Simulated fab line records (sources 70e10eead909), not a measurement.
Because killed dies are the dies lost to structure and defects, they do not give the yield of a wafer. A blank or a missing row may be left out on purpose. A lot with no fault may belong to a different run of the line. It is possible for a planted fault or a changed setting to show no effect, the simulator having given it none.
fab line records | flow nand-harc
[record] lots = 12 wafers = 36 last-day = 33
route steps=1302 shown P_GATE@157 END@1302
lots that met no fault: taken from a fault-free run of the same line
start-h: hours from the record's first day to the start of the lot's first wafer shown | wait-h: hours from the lot's prior step to this one | " as in the row above | L1.1+2: a row that stands for several wafers | - value missing, or start not given | * or withheld: withheld | < > ~ a bound
route shown NAME@n: names a module that has steps shown in the file, with the first one's number in the route | usual: mean and standard deviation over wafers with no fault | same: alike in all rows | chamber/n: place in a boat | sites: each site's reading | _std_site: the values' standard deviation | _edge_site: outer sites' mean less inner sites' | radius-mm: how far each site lies from the wafer's centre | mask NAME#n: copy n | behind: the tool/chamber that last shaped the wafer | hold: why the lot went on hold/how many hours it stayed there/how the hold came to an end | device: names the non-switching transistor (n, p or np) | end of line: the tests these same wafers got at the end of their route | a step given without rows: its recipe and nothing more | killed: dies that structure and defects cost at the first sort, which is not the same as the wafer's yield | map: a wafer's dies, marking killed ones x, the rest . and places with no die _
set.NAME: the setting as run; set.NAME@STEP: as run at that earlier step | model.NAME: the simulator's own value behind a step, which no gauge read
steps of the route over a sample of lots; a table a step, a row a wafer
services: from which hour (start-h, from the record's first day; less than 0 if before it) a tool's chamber was out of use, for how many hours, and why
[[steps]]
[step NHARC_P_GATE_STRIP_101]
[recipe] time-s = 20 o2-flow-sccm = 500 ar-flow-sccm = 0 bias-w = 0 chemistry = O2
[usual] drypump-motor-current-A = 5.8/0.47 oes-product-au = 0.999/0.0098 rf-vpp-V = 57.7/0.8 showerhead-plenum-p-Torr = 3.48/0.15 throttle-valve-pct = 17.036/0.01
// columns lot.wafer tool chamber start-h wait-h drypump-motor-current-A oes-product-au rf-hours-counter-h rf-vpp-V showerhead-plenum-p-Torr throttle-valve-pct
L246.3 rie-diel-02 2 110.80 0.1 5.4 0.978 3.8 57.1 3.30 17.044
L246.2 " 3 " " 5.3 1.003 5.0 58.8 3.70 17.016
L246.5 " 2 " " 5.5 0.996 - 56.9 3.30 17.035
L252.4 rie-diel-01 0 164.71 0.1 6.4 0.996 3.3 56.5 3.60 17.042
L252.3 " 1 " " 6.2 1.001 3.5 58.0 3.41 17.049
L252.6 " 0 " " 6.4 0.993 - 58.1 3.60 17.028
L253.4 rie-diel-09 0 180.41 0.1 5.5 0.990 1.6 58.4 3.49 17.040
L253.2 " 2 " " 6.2 1.010 2.2 57.4 3.32 17.036
L253.6 " 0 " " 5.5 0.994 - 57.1 3.49 17.034
L254.2 rie-diel-02 2 187.92 0.1 5.4 0.979 8.0 56.5 3.29 17.033
L254.4 " 0 " " 5.4 0.992 10.9 57.9 3.44 17.047
L254.5 " 3 " " 5.3 0.987 - 58.5 3.70 17.046
L255.3 rie-diel-02 2 205.35 0.1 5.4 0.979 8.2 57.2 3.29 17.032
L255.4 " 3 " " 5.3 1.002 9.7 58.2 3.69 17.043
L255.2 " 1 " " 6.3 0.977 10.5 57.9 3.42 17.018
L257.2 rie-diel-01 0 216.37 0.1 6.4 0.990 0.0 57.5 3.60 17.026
L257.3 " 1 " " 6.2 1.006 0.0 57.6 3.40 17.036
L257.5 " 2 " " 4.9 1.014 - 58.2 3.50 17.037
L258.4 rie-diel-09 3 226.18 0.1 6.3 1.010 4.0 57.9 3.31 17.024
L258.6 " 0 " " 5.5 0.998 - 58.2 3.48 17.018
L258.5 " 1 " " 6.3 0.995 - 58.2 3.72 17.025
L261.4 rie-diel-09 1 256.24 0.1 6.3 0.992 7.0 58.6 3.72 17.035
L261.2 " 2 " " 6.1 1.006 6.1 58.4 3.32 17.041
L261.3 " 3 " " 6.3 1.001 5.7 57.3 3.31 17.029
L264.3 rie-diel-02 2 284.67 0.1 5.4 1.001 2.6 56.1 3.29 17.060
L264.4 " 1 " " 6.3 0.985 2.2 58.3 3.42 17.054
L264.5 " 2 " " 5.4 1.009 - 57.1 3.29 17.046
L266.1 rie-diel-09 0 300.81 0.1 5.5 0.995 7.4 58.0 3.48 17.039
L266.3 " 1 " " 6.3 0.976 7.9 59.5 3.72 17.027
L266.6 " 2 " " 6.1 1.001 - 57.4 3.31 17.050
L268.4 rie-diel-02 0 327.06 0.1 5.4 0.998 4.0 57.0 3.44 17.038
L268.2 " 1 " " 6.3 0.989 4.4 58.8 3.42 17.019
L268.5 " 3 " " 5.3 1.004 - 57.7 3.69 17.026
L269.1 rie-diel-09 2 335.89 0.1 6.1 1.013 0.0 58.0 3.31 17.034
L269.3 " 3 " " 6.3 1.009 0.0 58.3 3.30 17.048
L269.5 " 2 " " 6.1 1.015 - 57.5 3.31 17.020
[step NHARC_P_GATE_STRIP_75]
[recipe] power-w = 1500 temp-c = 250 chemistry = O2
[usual] drypump-motor-current-A = 5.8/0.4 heater-power-w = 313/22
// columns lot.wafer tool chamber start-h wait-h drypump-motor-current-A heater-power-w rf-hours-counter-h
L246.2 plasma-asher-01 0 112.55 0.2 5.2 321 24
L246.3 " 0 " " 5.2 317 -
L246.5 " 0 " " 5.2 319 -
L252.3 plasma-asher-02 0 166.52 0.2 5.8 338 -
L252.4 " 1 " " 6.1 316 -
L252.6 " 0 " " 5.8 343 -
L253.2 plasma-asher-02 1 182.20 0.2 6.2 310 22
L253.4 " 0 " " 5.9 338 -
L253.6 " 0 " " 5.8 343 -
L254.2 plasma-asher-02 0 189.57 0.3 5.8 347 24
L254.4 " 0 " " 5.8 352 -
L254.5 " 0 " " 5.8 341 -
L255.2 plasma-asher-02 1 207.11 0.2 6.1 313 27
L255.4 " 0 " " 5.8 340 -
L255.3 " 1 " " 6.1 304 -
L257.2 plasma-asher-01 1 218.14 0.2 6.1 271 8
L257.3 " 1 " " 6.1 283 -
L257.5 " 1 " " 6.2 276 -
L258.4 plasma-asher-02 1 227.98 0.2 6.2 313 -
L258.5 " 1 " " 6.1 308 -
L258.6 " 0 " " 5.8 345 -
L261.2 plasma-asher-01 1 258.22 0.2 6.2 275 16
L261.4 " 0 " " 5.2 314 -
L261.3 " 1 " " 6.2 274 -
L264.3 plasma-asher-01 1 286.44 0.2 6.2 278 -
L264.4 " 0 " " 5.2 305 -
L264.5 " 0 " " 5.2 322 -
L266.1 plasma-asher-01 0 302.58 0.2 5.2 305 27
L266.3 " 0 " " 5.2 309 -
L266.6 " 1 " " 6.2 277 -
L268.2 plasma-asher-02 1 328.81 0.2 6.2 322 14
L268.4 " 0 " " 5.8 340 -
L268.5 " 0 " " 5.8 336 -
L269.1 plasma-asher-02 1 337.68 0.2 6.1 325 16
L269.3 " 0 " " 5.8 344 -
L269.5 " 0 " " 5.8 344 -
[step NHARC_P_GATE_STRIP_95]
[recipe] power-w = 1500 temp-c = 250 chemistry = O2
[usual] drypump-motor-current-A = 5.8/0.41 heater-power-w = 310/22
// columns lot.wafer tool chamber start-h wait-h drypump-motor-current-A heater-power-w rf-hours-counter-h
L246.2 plasma-asher-02 1 116.32 0.5 6.2 306 8
L246.3 " 1 " " 6.2 312 -
L246.5 " 0 " " 5.8 340 -
L252.3 plasma-asher-02 0 170.48 0.4 5.8 348 -
L252.4 " 1 " " 6.1 304 -
L252.6 " 0 " " 5.9 341 -
L253.2 plasma-asher-02 0 186.07 0.6 5.9 343 23
L253.4 " 0 " " 5.9 330 -
L253.6 " 0 " " 5.9 339 -
L254.2 plasma-asher-02 1 193.45 0.5 6.2 304 25
L254.4 " 1 " " 6.1 312 -
L254.5 " 1 " " 6.2 307 -
L255.2 plasma-asher-02 1 210.85 0.6 6.1 308 29
L255.4 " 1 " " 6.2 308 -
L255.3 " 0 " " 5.9 335 -
L257.2 plasma-asher-02 1 221.95 0.5 6.1 307 32
L257.3 " 0 " " 5.8 345 -
L257.5 " 1 " " 6.1 318 -
L258.4 plasma-asher-02 0 231.69 0.4 5.8 343 -
L258.6 " 0 " " 5.8 341 -
L258.5 " 1 " " 6.1 300 -
L261.2 plasma-asher-01 0 262.16 0.5 5.2 310 18
L261.3 " 1 " " 6.2 280 -
L261.4 " 0 " " 5.2 315 -
L264.3 plasma-asher-01 0 290.36 0.4 5.2 308 -
L264.4 " 1 " " 6.2 273 -
L264.5 " 0 " " 5.2 314 -
L266.1 plasma-asher-01 0 306.48 0.5 5.2 312 28
L266.3 " 1 " " 6.2 282 -
L266.6 " 1 " " 6.2 278 -
L268.2 plasma-asher-01 0 332.70 0.6 5.2 314 33
L268.4 " 1 " " 6.2 275 -
L268.5 " 0 " " 5.2 315 -
L269.1 plasma-asher-01 0 341.44 0.6 5.2 304 35
L269.3 " 1 " " 6.2 277 -
L269.5 " 1 " " 6.2 281 -
[step NHARC_P_GATE_RTA_80]
[recipe] temp-c = 300 time-s = 30
[usual] lamp-power-pct = 2.17/0.045 lamp_zone_5_pct = 2.17/0.044 wafer_temp_C_max = 301.1/0.42
// columns lot.wafer tool chamber start-h wait-h lamp-power-pct lamp_zone_5_pct wafer_temp_C_max
L246.2 rtp-anneal-01 0 117.50 - 2.13 2.13 301.1
L246.3 " 0 " " 2.13 2.13 300.6
L246.5 " 0 " " 2.13 2.14 300.6
L252.3 rtp-anneal-01 0 171.73 - 2.13 2.13 300.5
L252.4 " 0 " " 2.14 2.13 300.6
L252.6 " 0 " " 2.13 2.14 300.7
L253.2 rtp-anneal-02 0 187.38 - 2.22 2.22 301.9
L253.4 " 0 " " 2.22 2.22 302.0
L253.6 " 0 " " 2.22 2.22 301.3
L254.2 rtp-anneal-01 0 194.63 - 2.14 2.14 300.6
L254.4 " 0 " " 2.14 2.14 301.2
L254.5 " 0 " " 2.14 2.14 300.4
L255.2 rtp-anneal-01 0 212.15 - 2.13 2.13 300.6
L255.3 " 0 " " 2.13 2.13 301.2
L255.4 " 0 " " 2.13 2.13 300.4
L257.2 rtp-anneal-01 0 223.13 - 2.13 2.13 300.9
L257.3 " 0 " " 2.13 2.13 300.7
L257.5 " 0 " " 2.13 2.13 300.9
L258.4 rtp-anneal-02 0 232.92 - 2.22 2.22 301.7
L258.5 " 0 " " 2.22 2.22 301.2
L258.6 " 0 " " 2.22 2.22 301.3
L261.2 rtp-anneal-02 0 263.43 - 2.22 2.22 301.9
L261.3 " 0 " " 2.22 2.22 301.3
L261.4 " 0 " " 2.22 2.22 301.2
L264.3 rtp-anneal-01 0 291.56 - 2.13 2.13 301.2
L264.4 " 0 " " 2.13 2.13 301.2
L264.5 " 0 " " 2.13 2.13 301.1
L266.1 rtp-anneal-01 0 307.63 - 2.13 2.13 300.4
L266.3 " 0 " " 2.13 2.13 300.8
L266.6 " 0 " " 2.13 2.13 300.6
L268.2 rtp-anneal-02 0 333.89 - 2.23 2.22 301.2
L268.4 " 0 " " 2.22 2.22 301.8
L268.5 " 0 " " 2.23 2.22 300.9
L269.1 rtp-anneal-02 0 342.60 - 2.22 2.22 300.9
L269.3 " 0 " " 2.22 2.22 301.2
L269.5 " 0 " " 2.22 2.22 300.8
[step NHARC_P_GATE_INSPECT_68]
[usual] raw-defect-count = 199/69
// columns lot.wafer tool chamber start-h wait-h raw-defect-count
L246.2 defect-inspect-01 - 118.13 0.1 146
L246.3 " - " " 137
L246.5 " - " " 183
L252.3 defect-inspect-01 - 172.34 0.1 186
L252.4 " - " " 273
L252.6 " - " " 161
L253.2 defect-inspect-01 - 188.00 0.1 125
L253.4 " - " " 160
L253.6 " - " " 111
L254.2 defect-inspect-02 - 195.26 0.1 288
L254.4 " - " " 253
L254.5 " - " " 298
L255.2 defect-inspect-02 - 212.79 0.1 168
L255.3 " - " " 271
L255.4 " - " " 362
L257.2 defect-inspect-02 - 223.80 0.1 231
L257.3 " - " " 848
L257.5 " - " " 226
L258.4 defect-inspect-01 - 233.51 0.1 1009
L258.5 " - " " 393
L258.6 " - " " 832
L261.2 defect-inspect-02 - 264.25 0.1 217
L261.3 " - " " 144
L261.4 " - " " 134
L264.3 defect-inspect-02 - 292.16 0.1 197
L264.4 " - " " 282
L264.5 " - " " 166
L266.1 defect-inspect-02 - 308.29 0.2 248
L266.3 " - " " 205
L266.6 " - " " 223
L268.2 defect-inspect-01 - 334.52 0.1 171
L268.4 " - " " 219
L268.5 " - " " 122
L269.1 defect-inspect-02 - 343.26 0.2 206
L269.3 " - " " 195
L269.5 " - " " 191
[step NHARC_END_SORT_01]
[recipe] temp-c = 25
[usual] killed-at-array = 53/20 killed-at-other = 1/1.2 killed-at-periphery = 3.7/2.6 killed-dies = 58/20 killed-open = 3.5/1.8 killed-short = 2.4/1.7
[same] gross-dies = 677
// columns lot.wafer tool chamber start-h wait-h killed-at-array killed-at-other killed-at-periphery killed-dies killed-open killed-short
L257.2 prober-02 0 676.98 2.8 60 0 6 66 3 5
L257.3 prober-02 0 677.79 3.1 48 0 88 136 5 0
L257.5 prober-02 0 679.40 3.7 60 0 10 70 3 3
L258.4 prober-01 0 678.59 3.4 74 0 85 159 1 5
L258.5 prober-01 0 679.38 3.7 62 4 7 73 1 5
L258.6 prober-01 0 680.17 4.0 86 0 91 177 6 3
// killed by level:class
L257.2 A_CHANNEL_HOLE_D1:chamber-film-flake=33 A_CHANNEL_HOLE_D2:chamber-film-flake=9 A_CONTACT:chamber-film-flake=4 P_BONDPAD:chamber-film-flake=3 A_CHANNEL_FILL_D1:geometric-particle:short=2 P_GATE:chamber-film-flake=2 A_DECK1_JOINT:chamber-film-flake=2 A_STAIRCASE:chamber-film-flake=2
L257.3 P_GATE:unspecified=84 A_CHANNEL_HOLE_D1:chamber-film-flake=28 A_CHANNEL_HOLE_D2:chamber-film-flake=11 P_ZERO_WELL:chamber-film-flake=2 P_GATE:chamber-film-flake=2 A_STAIRCASE:chamber-film-flake=2 A_CHANNEL_HOLE_D1:geometric-particle:open=1 A_WL_FILL:geometric-particle:open=1
L258.4 P_GATE:unspecified=80 A_CHANNEL_HOLE_D1:chamber-film-flake=32 A_SLIT:chamber-film-flake=18 A_CONTACT:chamber-film-flake=4 A_CHANNEL_HOLE_D2:chamber-film-flake=3 A_STAIRCASE:chamber-film-flake=3 A_CHANNEL_FILL_D2:geometric-particle:short=2 P_BONDPAD:chamber-film-flake=2
L258.5 A_CHANNEL_HOLE_D1:chamber-film-flake=28 A_SLIT:chamber-film-flake=11 A_CONTACT:chamber-film-flake=7 A_BLC:chamber-film-flake=4 THIN_TSV:chamber-film-flake=4 P_BONDPAD:chamber-film-flake=3 A_STAIRCASE:chamber-film-flake=3 A_M1:geometric-particle:short=2
L257.5 A_CHANNEL_HOLE_D1:chamber-film-flake=31 A_CHANNEL_HOLE_D2:chamber-film-flake=13 P_GATE:chamber-film-flake=4 A_CONTACT:chamber-film-flake=4 P_BONDPAD:chamber-film-flake=3 A_SLIT:chamber-film-flake=3 P_ZERO_WELL:chamber-film-flake=2 A_CHANNEL_HOLE_D1:geometric-particle:short=1
L258.6 P_GATE:unspecified=87 A_CHANNEL_HOLE_D1:chamber-film-flake=32 A_SLIT:chamber-film-flake=27 A_STAIRCASE:chamber-film-flake=6 A_CONTACT:chamber-film-flake=4 A_SGD_CUT:chamber-film-flake=3 A_BLC:chamber-film-flake=3 A_BLC:geometric-particle:open=2
[[services]]
// columns tool chamber start-h hours kind
rie-diel-01 3 91.89 1.6 repair
rie-diel-09 0 97.61 - clean
rie-diel-09 1 97.61 - clean
rie-diel-09 0 118.59 10.0 repair
rie-diel-09 0 129.41 5.3 repair
rie-diel-09 - 143.10 9.0 pm
plasma-asher-01 - 166.15 9.0 pm
plasma-asher-01 0 166.15 9.0 vent-cycle
plasma-asher-01 1 166.15 9.0 vent-cycle
plasma-asher-01 0 175.15 - clean
plasma-asher-01 1 175.15 - clean
rie-diel-01 1 188.75 5.8 repair
rie-diel-01 2 190.47 18.8 repair
rie-diel-01 - 203.99 9.0 pm
rie-diel-02 - 216.70 9.0 pm
plasma-asher-01 - 227.55 1.3 repair
plasma-asher-02 - 249.21 9.0 pm
plasma-asher-02 0 249.21 9.0 vent-cycle
plasma-asher-02 1 249.21 9.0 vent-cycle
plasma-asher-02 0 258.21 - clean
plasma-asher-02 1 258.21 - clean
rie-diel-01 1 288.30 1.6 repair
rie-diel-09 - 320.10 9.0 pm
rie-diel-01 - 339.86 0.5 repair
[[key]]
[first-sign] step = NHARC_P_GATE_INSPECT_68 reading = raw-defect-count direction = up sigmas = 10 usual = 199 struck = 896
[effect] step = NHARC_END_SORT_01 reading = killed-at-periphery direction = up sigmas = 32 usual = 3.7 struck = 88
[more-kills-born-at] NHARC_P_GATE_STRIP_95@plasma-asher-02 = 251
met-at NHARC_P_GATE_STRIP_95
struck-lots L257,L258
struck-wafers L257.3,L258.4,L258.6
tester-left-out L257,L258
not-acting-at NHARC_P_GATE_STRIP_101,NHARC_P_GATE_STRIP_75,NHARC_P_GATE_RTA_80
onset-between 210.85 221.95
[fault] kind = chamber-particle-source tool = plasma-asher-02 chamber = 0 onset-h = 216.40 steps = NHARC_P_GATE_STRIP_95 rate-per-visit-cm2 = 0.92723 end-h = 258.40
// tester-left-out: of these lots the tester's yield and bins aren't shown, on N5 and GAA mostly nor the transistor test; their killed dies are dies lost to structure and defects alone, not to doping, threshold or leakage, so they don't give the yield
